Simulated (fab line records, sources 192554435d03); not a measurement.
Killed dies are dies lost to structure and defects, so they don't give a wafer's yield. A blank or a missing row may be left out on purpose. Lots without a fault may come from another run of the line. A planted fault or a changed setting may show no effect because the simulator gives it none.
Problem report in the 8D (eight disciplines) form, filled by code | flow n5_finfet | the parts of the form that need people (team, actions taken, sign-off) are left out

1. THE PROBLEM
rf_fwd_power_W at N5_BEOL_M3_TRENCH_ETCH_37 reads a mean of 435.5 W on 1 wafer of 1 lot; wafers without a fault read 350.5 W with a standard deviation of 1.8. That is +47 standard deviations from the usual mean.
The step: etches SiOC in C4F6/O2, target depth 55.555 nm, time 29.2 s.
First seen on wafer L932.1, day 11 00:47, on rie_diel-02. The record holds 26 wafers of 9 lots with a number at this step. Rule for "out", or "out of limits": more than 4 standard deviations from the usual mean. The other wafers with a number count as sound.

2. WHAT IT IS AND WHAT IT IS NOT
question                    | is                       | is not
which readings at this step | rf_fwd_power_W, rf_vpp_V | bias_w, drypump_motor_current_A, oes_ar_750_au, oes_product_au, showerhead_plenum_p_Torr, throttle_valve_pct
which lots                  | L932                     | L916, L917, L918, L922, L929, L935, L937, L939
which wafers of those lots  | L932.1                   | L932.4, L932.5
read on which tools         | rie_diel-02              | rie_diel-01, rie_diel-03
when                        | from day 11 00:47        | up to then (16 sound wafers); but 9 sound wafers of L935, L937, L939 came after

3. SUSPECTS, AND WHAT RULES EACH OUT
Counting: a tool at a process step up to the reading stays a suspect if it ran every lot that is out. Sound lots after the first of them don't rule it out here, since some wafers of a struck lot are sound.
- rie_diel-02 at N5_BEOL_M3_STRIP_36 (strips in N2/H2): kept. It ran the lot that is out, L932 (day 11 00:45); its last sound lot up to then is L922 (day 8 14:09).
- rie_diel-02 at N5_BEOL_M3_TRENCH_ETCH_37 (etches SiOC in C4F6/O2, target depth 55.555 nm, time 29.2 s): kept. It ran the lot that is out, L932 (day 11 00:47); its last sound lot up to then is L922 (day 8 14:11). Its own readings are out on those wafers: rf_fwd_power_W, rf_vpp_V.
- Within rie_diel-02 at N5_BEOL_M3_STRIP_36: the wafers that are out ran in chamber 1; their sound lot-mates ran in chambers 2, 3.
- Within rie_diel-02 at N5_BEOL_M3_TRENCH_ETCH_37: the wafers that are out ran in chamber 1; their sound lot-mates ran in chambers 2, 3.
Left after counting: rie_diel-02 at N5_BEOL_M3_STRIP_36, rie_diel-02 at N5_BEOL_M3_TRENCH_ETCH_37.

4. THE CAUSE (what the simulator had put in)
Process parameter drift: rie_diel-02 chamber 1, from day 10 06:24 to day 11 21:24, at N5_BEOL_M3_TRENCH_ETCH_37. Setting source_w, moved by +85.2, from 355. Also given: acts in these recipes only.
Counting left 2 suspects, and this tool is among them.

5. THE CHAIN OF EFFECTS, in route order
Each row: a reading whose mean over the struck wafers that have a number lies more than 3 standard deviations from the usual. Only readings for which the record gives a usual standard deviation are gone through. hours: the time from each lot's start at the first step in this table that gives one to its start at this step, as a median over the lots. sigmas: the change in usual standard deviations.
hours | step                      | reading         | usual   | on struck wafers | change | sigmas
0     | N5_BEOL_M3_TRENCH_ETCH_37 | rf_fwd_power_W  | 350.5 W | 435.5            | +85.0  | +47
0     | N5_BEOL_M3_TRENCH_ETCH_37 | rf_vpp_V        | 668 V   | 594              | -74    | -4.1
0     | N5_BEOL_M3_OCD_MEAS_38    | trench_depth_nm | 55.4 nm | 59.3             | +3.9   | +3.9
The process steps in it:
- N5_BEOL_M3_TRENCH_ETCH_37: etches SiOC in C4F6/O2, target depth 55.555 nm, time 29.2 s.
Later measuring or inspecting steps at which every struck wafer that the step has a row for has a number for every such reading, and none has moved that far: N5_BEOL_M4_RC_MEAS_101.

6. WHAT WOULD HAVE CAUGHT IT SOONER
In this record the first reading out of limits was taken at day 11 00:47, 18 hours after the fault began at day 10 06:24.
